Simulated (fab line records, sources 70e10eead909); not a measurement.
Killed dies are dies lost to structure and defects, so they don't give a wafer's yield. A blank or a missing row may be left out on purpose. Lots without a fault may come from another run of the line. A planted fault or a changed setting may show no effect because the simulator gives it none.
Problem report in the 8D (eight disciplines) form, filled by code | flow nand_harc | the parts of the form that need people (team, actions taken, sign-off) are left out

1. THE PROBLEM
killed_at_array at NHARC_END_SORT_01 reads a mean of 100 on 6 wafers of 2 lots; wafers without a fault read 26 with a standard deviation of 9.1. That is +8.1 standard deviations from the usual mean.
First seen on wafer L914.1, day 21 17:14, on prober-01. The record holds 6 wafers of 2 lots with a number at this step. Rule for "out", or "out of limits": more than 4 standard deviations from the usual mean. The other wafers with a number count as sound.

2. WHAT IT IS AND WHAT IT IS NOT
question                    | is                           | is not
which readings at this step | killed_at_array, killed_dies | killed_at_periphery, killed_open, killed_short
which lots                  | L914, L918                   | -
which wafers of those lots  | all that have a number       | -
read on which gauges        | prober-01                    | -
when                        | from day 21 17:14            | up to then (0 sound wafers)

3. SUSPECTS, AND WHAT RULES EACH OUT
Counting: a tool at a process step up to the reading stays a suspect if it ran every lot that is out and no sound lot after the first of them.
- the gauge at NHARC_END_SORT_01: kept. All the wafers that are out were read on prober-01, and no step on other tools shows them out.
- pvd_sputter-03 at NHARC_A_BLC_PRE_CLEAN_31 (time 15 s): kept. It ran every lot that is out, first L914 (day 19 19:08), and no sound lot after that.
Left after counting: pvd_sputter-03 at NHARC_A_BLC_PRE_CLEAN_31, prober-01 at NHARC_END_SORT_01.

4. THE CAUSE (what the simulator had put in)
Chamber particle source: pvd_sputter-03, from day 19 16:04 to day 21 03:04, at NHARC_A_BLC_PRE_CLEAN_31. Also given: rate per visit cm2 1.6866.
Counting left 2 suspects, and this tool is among them.

5. THE CHAIN OF EFFECTS, in route order
Each row: a reading whose mean over the struck wafers that have a number lies more than 3 standard deviations from the usual. Only readings for which the record gives a usual standard deviation are gone through. hours: the time from each lot's start at the first step in this table that gives one to its start at this step, as a median over the lots. sigmas: the change in usual standard deviations.
hours | step              | reading         | usual | on struck wafers | change | sigmas
0     | NHARC_END_SORT_01 | killed_at_array | 26    | 100              | +74    | +8.1
0     | NHARC_END_SORT_01 | killed_dies     | 30    | 103              | +73    | +8.0

6. WHAT WOULD HAVE CAUGHT IT SOONER
In this record the first reading out of limits at a measuring or inspecting step was taken at day 21 17:14, 49 hours after the fault began at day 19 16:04.
All the lots that are out (2) had begun NHARC_A_BLC_PRE_CLEAN_31 on pvd_sputter-03 by day 21 17:14. A hold on the tool at that time would have spared none of them.
